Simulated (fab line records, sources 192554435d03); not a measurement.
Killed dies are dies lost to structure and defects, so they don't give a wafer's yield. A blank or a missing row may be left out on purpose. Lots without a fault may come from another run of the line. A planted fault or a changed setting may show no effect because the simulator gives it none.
Chamber matching | flow n5_finfet | N5_BEOL_M0_SAQP_STRIP_86 on rie_diel-06: 4 sister chambers
The step strips in N2/H2. 22 wafers are shown with their chamber, then 11 later ones without.

WAFERS WITH THEIR CHAMBER
wafer  | chamber | showerhead_plenum_p_Torr (Torr) | drypump_motor_current_A (A) | throttle_valve_pct (%)
L076.2 | 1       | 3.21                            | 5.7                         | 18.9
L076.5 | 0       | 3.30                            | 5.7                         | 18.6
L076.6 | 1       | 3.21                            | 5.7                         | 18.9
L078.1 | 0       | 3.29                            | 5.7                         | 18.6
L078.4 | 2       | 3.49                            | 5.8                         | 18.3
L078.6 | 1       | 3.21                            | 5.6                         | 18.9
L075.1 | 3       | 3.19                            | 5.4                         | 19.6
L075.4 | 0       | 3.30                            | 5.7                         | 18.5
L075.5 | 1       | 3.21                            | 5.7                         | 18.9
L079.2 | 2       | 3.49                            | 5.8                         | 18.3
L079.3 | 3       | 3.19                            | 5.4                         | 19.6
L079.4 | 1       | 3.21                            | 5.6                         | 18.9
L082.1 | 1       | 3.21                            | 5.7                         | 18.9
L082.3 | 2       | 3.49                            | 5.8                         | 18.3
L082.6 | 3       | 3.19                            | 5.4                         | 19.7
L085.2 | 0       | 3.29                            | 5.7                         | 18.1
L085.3 | 2       | 3.48                            | 5.8                         | 18.3
L085.6 | 0       | 3.29                            | 5.7                         | 18.1
L089.1 | 0       | 3.29                            | 5.7                         | 18.1
L089.2 | 1       | 3.20                            | 5.7                         | 19.0
L089.3 | 2       | 3.48                            | 5.8                         | 18.3
L089.4 | 1       | 3.20                            | 5.7                         | 19.0

SIGNATURES (means of the wafers above)
reading                  | chamber 0 | chamber 1 | chamber 2 | chamber 3 | scatter within a chamber
showerhead_plenum_p_Torr | 3.2933    | 3.2075    | 3.4860    | 3.1900    | 0.00473
drypump_motor_current_A  | 5.700     | 5.675     | 5.800     | 5.400     | 0.0289
throttle_valve_pct       | 18.333    | 18.925    | 18.300    | 19.633    | 0.14
Rule: a wafer's distance from a chamber is the root of the sum, over the readings, of the square of ((its reading less the chamber's mean) divided by the reading's scatter). The wafer belongs to the nearest chamber; if the next one is less than 2 further off, it can't be placed. The scatter: the root of (the sum of the squares of (reading less its chamber's mean) over the shown wafers, divided by (wafers less chambers)).

WAFERS WITHOUT THEIR CHAMBER
wafer  | showerhead_plenum_p_Torr (Torr) | drypump_motor_current_A (A) | throttle_valve_pct (%)
L089.5 | 3.29                            | 5.7                         | 18.1
L089.6 | 3.48                            | 5.8                         | 18.3
L091.3 | 3.48                            | 5.8                         | 18.4
L091.4 | 3.59                            | 5.4                         | 19.3
L091.6 | 3.59                            | 5.4                         | 19.2
L095.1 | 3.47                            | 5.8                         | 18.4
L095.3 | 3.28                            | 5.7                         | 18.1
L095.6 | 3.59                            | 5.4                         | 19.3
L097.2 | 3.19                            | 5.6                         | 19.0
L097.3 | 3.47                            | 5.8                         | 18.4
L097.6 | 3.59                            | 5.4                         | 19.3

WHICH CHAMBER EACH WENT THROUGH
wafer  | from the rows above | in truth
L089.5 | 0                   | 0
L089.6 | 2                   | 2
L091.3 | 2                   | 2
L091.4 | 2                   | 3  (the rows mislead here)
L091.6 | 2                   | 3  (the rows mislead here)
L095.1 | 2                   | 2
L095.3 | 0                   | 0
L095.6 | 2                   | 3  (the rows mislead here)
L097.2 | 1                   | 1
L097.3 | 2                   | 2
L097.6 | 2                   | 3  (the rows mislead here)
Placed correctly: 7 of 11. Can't be placed from these rows: 0. Placed wrongly: 4.
